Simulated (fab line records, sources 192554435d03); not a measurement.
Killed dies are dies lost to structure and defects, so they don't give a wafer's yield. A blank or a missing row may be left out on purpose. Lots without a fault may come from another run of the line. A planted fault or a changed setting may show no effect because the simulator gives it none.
Split-lot experiment | flow n5_finfet | 7 lots, 21 wafers read, on a route of 1938 steps

THE SPLIT
At N5_PMOS_HMC_CHANNEL_EPI_PEB_07 (peb time 60 s), the setting peb_temp_c was moved away from the recipe's 110 C on 8 of the 21 wafers read, by -2.6% to +3.3%. The other wafers ran this setting at the recipe's value.

FROM THE SPLIT TO THE READING: what the file shows between them, 1 step
- N5_PMOS_HMC_CHANNEL_EPI_DEVELOP_08: develop time 30 s

THE READING
cd_nm, in nm, at N5_PMOS_HMC_CHANNEL_EPI_CD_MEAS_09 (target cd 237.4 nm). Fault-free wafers of this fab line usually give 237.3 nm, standard deviation 1 nm.

wafer  | tool, chamber at the split | peb_temp_c as run, C | against the recipe | cd_nm, nm | against lot-mates on the recipe
L074.1 | litho_track-04, 0          | 110                  | recipe             | 237.2     | -
L074.4 | litho_track-04, 0          | 110                  | recipe             | 237.3     | -
L074.5 | litho_track-04, 0          | 110                  | recipe             | 238.5     | -
L080.3 | litho_track-03, 0          | 110                  | recipe             | 232.6     | -
L080.5 | litho_track-03, 0          | 107.1                | -2.6%              | 223.7     | -11.8
L080.6 | litho_track-03, 0          | 110                  | recipe             | 238.3     | -
L081.1 | litho_track-04, 0          | 110                  | recipe             | 233.1     | -
L081.2 | litho_track-04, 0          | 113.6                | +3.3%              | 242.2     | +7.4
L081.5 | litho_track-04, 0          | 110                  | recipe             | 236.5     | -
L083.1 | litho_track-01, 0          | 110                  | recipe             | 237.5     | -
L083.2 | litho_track-01, 0          | 108.1                | -1.7%              | 231.9     | -5.6
L083.6 | litho_track-01, 0          | 108.1                | -1.7%              | 234.9     | -2.6
L084.3 | litho_track-03, 0          | 108.6                | -1.3%              | 232.3     | -2.8
L084.4 | litho_track-03, 0          | 108.6                | -1.3%              | 232.2     | -2.9
L084.5 | litho_track-03, 0          | 110                  | recipe             | 235.1     | -
L090.3 | litho_track-01, 0          | 111.3                | +1.2%              | 237.2     | +2.0
L090.4 | litho_track-01, 0          | 110                  | recipe             | 235.2     | -
L090.5 | litho_track-01, 0          | 111.3                | +1.2%              | 240.5     | +5.3
L097.1 | litho_track-04, 0          | 110                  | recipe             | 237.1     | -
L097.4 | litho_track-04, 0          | 110                  | recipe             | 239.3     | -
L097.6 | litho_track-04, 0          | 110                  | recipe             | 238.3     | -

THE FIT
A straight line over all 21 wafers: cd_nm changes by +2.64 nm for each +1% of peb_temp_c; r = +0.81; the points scatter about the line by 2.4 nm.
The same after taking each lot's own level away (the mean of its wafers on the recipe; 21 wafers): +2.86 nm for each +1%; r = +0.89; scatter 1.8 nm.
On that fit, the largest move of peb_temp_c shifts the reading by 9.4 nm.
The lots' own levels span 234.80 to 238.23 nm, that is 3.4 times the standard deviation above.
So the lot-to-lot level changes the slope little: the two slopes agree.
Check: with one of the wafers moved furthest among these (+3.3%) left out of the fit, the line predicts +10.8 nm for it against its lot-mates. It came out at +7.4 nm against them.

OTHER SPLITS ON THESE WAFERS
These wafers also went through other splits before the reading. Each is held against what the fit with the lots' levels taken away leaves over:
other split on the same wafers            | wafers away from the commonest value | r with cd_nm (lot level and that fit taken away)
N5_ZERO_LAYER_COAT_05 spin_rpm            | 9                                    | +0.16
N5_ZERO_LAYER_EXPOSE_08 dose_mj           | 11                                   | +0.27
N5_PMOS_HMC_CHANNEL_EPI_EXPOSE_06 dose_mj | 6                                    | +0.83

THE FILE'S OWN FIT
cd_nm changes by +2.97 nm for each +1% of peb_temp_c, r = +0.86.
